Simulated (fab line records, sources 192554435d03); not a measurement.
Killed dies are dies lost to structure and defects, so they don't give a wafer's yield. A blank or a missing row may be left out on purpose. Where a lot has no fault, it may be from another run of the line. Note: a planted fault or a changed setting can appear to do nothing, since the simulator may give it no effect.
Which of the tools did it? + flow n5Finfet + Sampling: 10 lots, 29 wafers, 5 of 1938 route steps

## WHAT EACH GAUGE READ, for each wafer
N5_BEOL_M4_RC_MEAS_101.
| lot  | measured     | on        | DIBL_N (mV/V)  | DIBL_P (mV/V)  | IOFF_N (nA/um)    | IOFF_P (nA/um) | IOFF_P_LONG (nA/um)        | ION_N (uA/um) | ION_P (uA/um) | SS_N (mV/dec)  | SS_P (mV/dec)  | VT_N (mV)   | VT_N_LVT (mV) | VT_P (mV)      | VT_P_LONG (mV) |
|------|--------------|-----------|----------------|----------------|-------------------|----------------|----------------------------|---------------|---------------|----------------|----------------|-------------|---------------|----------------|----------------|
| L851 | day 7 15:10  | prober-02 | 34.6 32.9 34.0 | 35.2 34.3 36.4 | 0.150 0.119 0.145 | 0.16 0.15 0.17 | 9.3e-05 8.9e-05 9e-05      | 674 660 677   | 449 454 459   | 71.1 70.7 71.5 | 72.6 72.5 73.4 | 252 253 251 | 97 100 97     | -258 -257 -255 | -281 -281 -281 |
| L852 | day 8 02:58  | prober-01 | 37.7 36.9 36.8 | 38.6 36.7 37.4 | 0.156 0.151 0.145 | 0.22 0.20 0.21 | 0.000101 0.000109 0.0001   | 647 672 674   | 451 461 464   | 72.1 70.9 70.4 | 73.9 72.5 73.5 | 252 252 250 | 101 99 100    | -247 -248 -248 | -276 -275 -275 |
| L855 | day 9 07:14  | prober-01 | 36.3 35.4 36.7 | 37.7 38.2 37.9 | 0.161 0.152 0.165 | 0.19 0.20 0.19 | 9.8e-05 9.7e-05 9.7e-05    | 686 674 671   | 464 463 461   | 71.5 71.5 71.0 | 72.9 72.6 73.1 | 250 252 250 | 97 98 98      | -256 -254 -256 | -278 -279 -279 |
| L858 | day 9 10:25  | prober-01 | 38.1 37.8 37.9 | 36.8 36.6 36.3 | 0.191 0.178 0.174 | 0.26 0.26 0.23 | 0.000121 0.000119 0.000123 | 692 686 685   | 481 475 468   | 71.9 71.9 71.4 | 72.9 73.2 73.2 | 247 247 248 | 96 98 98      | -244 -242 -246 | -270 -267 -273 |
| L859 | day 9 12:13  | prober-01 | 33.9 36.2 36.4 | 31.6 35.5 35.4 | 0.107 0.157 0.153 | 0.17 0.23 0.22 | 0.000115 0.000119 0.000115 | 652 682 667   | 459 474 462   | 70.5 71.4 71.6 | 72.6 73.2 73.1 | 255 250 250 | 105 99 100    | -251 -246 -247 | -274 -271 -273 |
| L860 | day 10 02:16 | prober-02 | 34.6 35.9 35.2 | 34.3 35.7 34.7 | 0.121 0.136 0.137 | 0.19 0.21 0.19 | 0.000115 0.000109 0.000114 | 663 674 677   | 457 467 468   | 70.1 71.3 70.8 | 73.5 72.8 72.4 | 253 252 250 | 104 102 101   | -249 -247 -249 | -272 -272 -272 |
| L867 | day 11 22:49 | prober-01 | 34.0 33.2      | 33.9 32.5      | 0.121 0.106       | 0.17 0.27      | 0.000101 0.000156          | 668 656       | 460 478       | 71.3 70.4      | 72.1 72.6      | 255 255     | 102 123       | -254 -240      | -277 -260      |
| L869 | day 12 03:19 | prober-01 | 38.5 35.8 35.6 | 39.8 34.5 36.1 | 0.191 0.137 0.146 | 0.25 0.17 0.18 | 9.6e-05 9.8e-05 0.000102   | 679 663 683   | 463 454 466   | 72.1 71.6 71.5 | 73.7 73.0 73.1 | 248 252 251 | 95 100 98     | -248 -252 -255 | -277 -277 -276 |
| L870 | day 12 09:55 | prober-02 | 36.9 36.9 35.5 | 35.4 36.1 35.7 | 0.152 0.153 0.140 | 0.17 0.18 0.18 | 0.000105 0.000101 0.00011  | 679 675 682   | 453 451 465   | 70.9 71.9 71.0 | 73.3 72.9 73.2 | 251 252 251 | 99 100 99     | -255 -254 -252 | -273 -276 -277 |
| L872 | day 13 02:19 | prober-01 | 38.6 37.8 38.0 | 41.2 39.5 39.9 | 0.200 0.181 0.183 | 0.27 0.24 0.25 | 0.000105 0.0001 0.000105   | 678 684 682   | 464 462 472   | 72.5 71.2 72.0 | 74.2 73.9 74.1 | 245 247 250 | 96 95 96      | -247 -249 -247 | -273 -272 -275 |

## TOOL THAT RAN EACH LOT (tool first, then ch and the chambers of the sampled wafers, then the start)
| lot  | N5_HKMG_FIN_ALD_74             | N5_BEOL_M4_SPUTTER_79       | N5_BEOL_M4_SPUTTER_90       | N5_BEOL_M4_ANNEAL_93        |
|------|--------------------------------|-----------------------------|-----------------------------|-----------------------------|
| L851 | aldHk-03 ch 1,2, day 4 00:23   | pvdSputter-01, day 7 12:32  | pvdSputter-01, day 7 13:25  | pvdSputter-01, day 7 13:43  |
| L852 | aldHk-02 ch 0,3, day 4 11:04   | pvdSputter-03, day 8 00:18  | pvdSputter-03, day 8 01:11  | pvdSputter-03, day 8 01:29  |
| L855 | aldHk-02 ch 2,3, day 5 00:38   | pvdSputter-01, day 9 04:25  | pvdSputter-01, day 9 05:18  | pvdSputter-01, day 9 05:36  |
| L858 | aldHk-02 ch 1,2,3, day 5 18:42 | pvdSputter-01, day 9 07:11  | pvdSputter-01, day 9 08:04  | pvdSputter-01, day 9 08:22  |
| L859 | aldHk-02 ch 1,2,3, day 6 01:20 | pvdSputter-02, day 9 09:24  | pvdSputter-02, day 9 10:17  | pvdSputter-02, day 9 10:35  |
| L860 | aldHk-02 ch 0,1,3, day 6 06:11 | pvdSputter-03, day 9 21:56  | pvdSputter-03, day 9 22:49  | pvdSputter-03, day 9 23:07  |
| L867 | aldHk-02 ch 1,2, day 7 23:35   | pvdSputter-03, day 11 19:52 | pvdSputter-03, day 11 20:45 | pvdSputter-03, day 11 21:03 |
| L869 | aldHk-01 ch 0,2,3, day 8 12:41 | pvdSputter-02, day 12 00:39 | pvdSputter-02, day 12 01:32 | pvdSputter-02, day 12 01:50 |
| L870 | aldHk-01 ch 0,3, day 8 15:31   | pvdSputter-03, day 12 06:58 | pvdSputter-03, day 12 07:50 | pvdSputter-03, day 12 08:08 |
| L872 | aldHk-03 ch 0,1,3, day 9 05:10 | pvdSputter-01, day 12 23:38 | pvdSputter-01, day 13 00:31 | pvdSputter-01, day 13 00:49 |
- N5_HKMG_FIN_ALD_74: deposits La2O3, target thk 0.5 nm, pulse time 6 s, co reactant pulse time 1 s.
- N5_BEOL_M4_SPUTTER_79: material Cu, target thk 4.5 nm, time 8.29 s.
- N5_BEOL_M4_SPUTTER_90: material Cu, target thk 4.5 nm, time 8.29 s.
- N5_BEOL_M4_ANNEAL_93: time 240 s.

## AS READ BY THE TOOLS THEMSELVES (means over the sampled wafers that have a number; for cases with no such wafer, the mark the record gives instead)
N5_HKMG_FIN_ALD_74.
| lot  | tool     | heaterPowerW (W) | precursorPulseHeightRel |
|------|----------|------------------|-------------------------|
| L851 | aldHk-03 | 369              | 1.010                   |
| L852 | aldHk-02 | 309              | 0.989                   |
| L855 | aldHk-02 | 294              | 1.006                   |
| L858 | aldHk-02 | 305              | 1.008                   |
| L859 | aldHk-02 | 300              | 0.997                   |
| L860 | aldHk-02 | 312              | 0.998                   |
| L867 | aldHk-02 | 298              | 1.022                   |
| L869 | aldHk-01 | 337              | 1.003                   |
| L870 | aldHk-01 | 353              | 0.992                   |
| L872 | aldHk-03 | 355              | 1.003                   |

N5_BEOL_M4_SPUTTER_79.
| lot  | tool          | throttleValvePct (%) |
|------|---------------|----------------------|
| L851 | pvdSputter-01 | 31.1                 |
| L852 | pvdSputter-03 | 30.4                 |
| L855 | pvdSputter-01 | 30.7                 |
| L858 | pvdSputter-01 | 30.8                 |
| L859 | pvdSputter-02 | 30.2                 |
| L860 | pvdSputter-03 | 29.8                 |
| L867 | pvdSputter-03 | 28.9                 |
| L869 | pvdSputter-02 | 30.3                 |
| L870 | pvdSputter-03 | 29.7                 |
| L872 | pvdSputter-01 | 30.4                 |

N5_BEOL_M4_SPUTTER_90.
| lot  | tool          | throttleValvePct (%) |
|------|---------------|----------------------|
| L851 | pvdSputter-01 | 31.2                 |
| L852 | pvdSputter-03 | 30.4                 |
| L855 | pvdSputter-01 | 30.7                 |
| L858 | pvdSputter-01 | 30.6                 |
| L859 | pvdSputter-02 | 30.2                 |
| L860 | pvdSputter-03 | 29.9                 |
| L867 | pvdSputter-03 | 28.8                 |
| L869 | pvdSputter-02 | 30.2                 |
| L870 | pvdSputter-03 | 29.7                 |
| L872 | pvdSputter-01 | 30.4                 |

N5_BEOL_M4_ANNEAL_93.
| lot  | tool          | heaterPowerW (W) |
|------|---------------|------------------|
| L851 | pvdSputter-01 | 1063             |
| L852 | pvdSputter-03 | 857              |
| L855 | pvdSputter-01 | 917              |
| L858 | pvdSputter-01 | 994              |
| L859 | pvdSputter-02 | 931              |
| L860 | pvdSputter-03 | 906              |
| L867 | pvdSputter-03 | 872              |
| L869 | pvdSputter-02 | 951              |
| L870 | pvdSputter-03 | 888              |
| L872 | pvdSputter-01 | 921              |

## THE ANSWER, worked out from the rows above alone
Rule: the usual values come from the lots themselves. The widest of any qualifying gaps counts: lots, ordered by their means at a reading, are off when they make up no more than a third of the lots, leave a main group of 4 or more, and stand apart from it by 3 or more times the standard deviation of that group's means. A main group is skipped when, at the precision printed for the reading in the tables above, its means are all equal. Also off: a lot with no number at a reading for which 4 or more lots have one. All remaining lots with rows at the step are treated as sound. First the gauges in route order, then the tools' own readings, where a lot's mean is used as printed above. The first step at which some lot is off is used, and at that step the reading that is off furthest; a lot without a number counts as furthest.
Off: L867, seen at N5_BEOL_M4_RC_MEAS_101 (VT_N_LVT). The main group: mean 99 mV, standard deviation 2.
A tool fits if, at a process step before that reading, it ran every lot that is off, and no sound lot after the first of them. Those tools and the gauges at N5_BEOL_M4_RC_MEAS_101 are tried in the same way. One fits: aldHk-02 at N5_HKMG_FIN_ALD_74. Its last sound lot is L860 (day 6 06:11), its first lot that is off L867 (day 7 23:35): a fault that began between those two fits.

## WHAT WAS PUT IN BY THE SIMULATOR
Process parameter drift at N5_HKMG_FIN_ALD_74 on aldHk-02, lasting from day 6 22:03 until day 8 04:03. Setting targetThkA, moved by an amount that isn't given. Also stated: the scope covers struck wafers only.
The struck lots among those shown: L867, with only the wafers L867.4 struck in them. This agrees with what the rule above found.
